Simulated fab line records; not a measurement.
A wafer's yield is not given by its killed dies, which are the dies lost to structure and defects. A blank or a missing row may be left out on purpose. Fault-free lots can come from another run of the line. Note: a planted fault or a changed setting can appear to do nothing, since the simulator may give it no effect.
Matching of chambers | flow n5_finfet | rie_diel-05 running N5_SD_EPI_N_DESCUM_14: 4 sister chambers
The step chemistry O2, time 7.9 s. 18 wafers are shown with their chamber, then 9 later ones without.

== WAFERS PAIRED WITH THEIR CHAMBERS ==
wafer  | chamber | drypump_motor_current_A (A) | showerhead_plenum_p_Torr (Torr) | throttle_valve_pct (%)
L074.2 | 0       | 5.5                         | 2.23                            | 20.07
L074.4 | 1       | 5.5                         | 2.08                            | 20.61
L074.5 | 3       | 5.6                         | 2.10                            | 20.41
L079.1 | 3       | 5.6                         | 2.09                            | 20.43
L079.4 | 3       | 5.7                         | 2.09                            | 20.44
L079.6 | 3       | 5.6                         | 2.09                            | 20.45
L080.2 | 3       | 5.6                         | 2.09                            | 20.44
L080.3 | 0       | 5.5                         | 2.23                            | 20.09
L080.6 | 1       | 5.5                         | 2.07                            | 20.64
L081.2 | 2       | 6.2                         | 2.14                            | 20.41
L081.3 | 3       | 5.6                         | 2.09                            | 20.44
L081.4 | 0       | 5.5                         | 2.23                            | 20.07
L088.1 | 1       | 5.5                         | 2.06                            | 20.68
L088.2 | 2       | 6.2                         | 2.14                            | 20.43
L088.6 | 0       | 5.5                         | 2.22                            | 20.09
L090.3 | 3       | 5.6                         | 2.08                            | 20.50
L090.4 | 1       | 5.5                         | 2.06                            | 20.70
L090.6 | 1       | 5.5                         | 2.06                            | 20.70

SIGNATURES, as means of the wafers listed above
reading                  | chamber 0 | chamber 1 | chamber 2 | chamber 3 | scatter within a chamber
drypump_motor_current_A  | 5.500     | 5.500     | 6.200     | 5.614     | 0.0247
showerhead_plenum_p_Torr | 2.2275    | 2.0660    | 2.1400    | 2.0900    | 0.00652
throttle_valve_pct       | 20.0800   | 20.6660   | 20.4200   | 20.4443   | 0.0286
Rule: distance of a wafer from a chamber = root of the sum over the readings of ((wafer's reading minus chamber's mean) / reading's scatter) squared. If the next closest chamber is less than 2 further off than the closest, the wafer can't be placed; otherwise it belongs to the closest. How the scatter is found: for the shown wafers, subtract from each reading the mean of its chamber, square and add these, divide the total by (wafers less chambers), then take the root.

== WAFERS WITHOUT THEIR CHAMBER ==
wafer  | drypump_motor_current_A (A) | showerhead_plenum_p_Torr (Torr) | throttle_valve_pct (%)
L093.1 | 5.6                         | 2.22                            | 20.10
L093.3 | 6.2                         | 2.13                            | 20.45
L093.4 | 5.5                         | 2.08                            | 20.49
L095.2 | 5.5                         | 2.22                            | 20.12
L095.3 | 5.5                         | 2.06                            | 20.72
L095.5 | 6.2                         | 2.13                            | 20.46
L096.1 | 6.1                         | 2.13                            | 20.44
L096.2 | 5.6                         | 2.22                            | 20.13
L096.5 | 5.5                         | 2.22                            | 20.11

== WHICH CHAMBER EACH WENT THROUGH ==
wafer  | from the rows above     | in truth
L093.1 | 0                       | 0
L093.3 | 2                       | 2
L093.4 | can't be placed: 3 or 1 | 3
L095.2 | 0                       | 0
L095.3 | 1                       | 1
L095.5 | 2                       | 2
L096.1 | 2                       | 2
L096.2 | 0                       | 0
L096.5 | 0                       | 0
8 of 9 placed correctly. Cannot be placed on the basis of these rows: 1; the candidates contain the true chamber in 1. Number placed wrongly: 0.
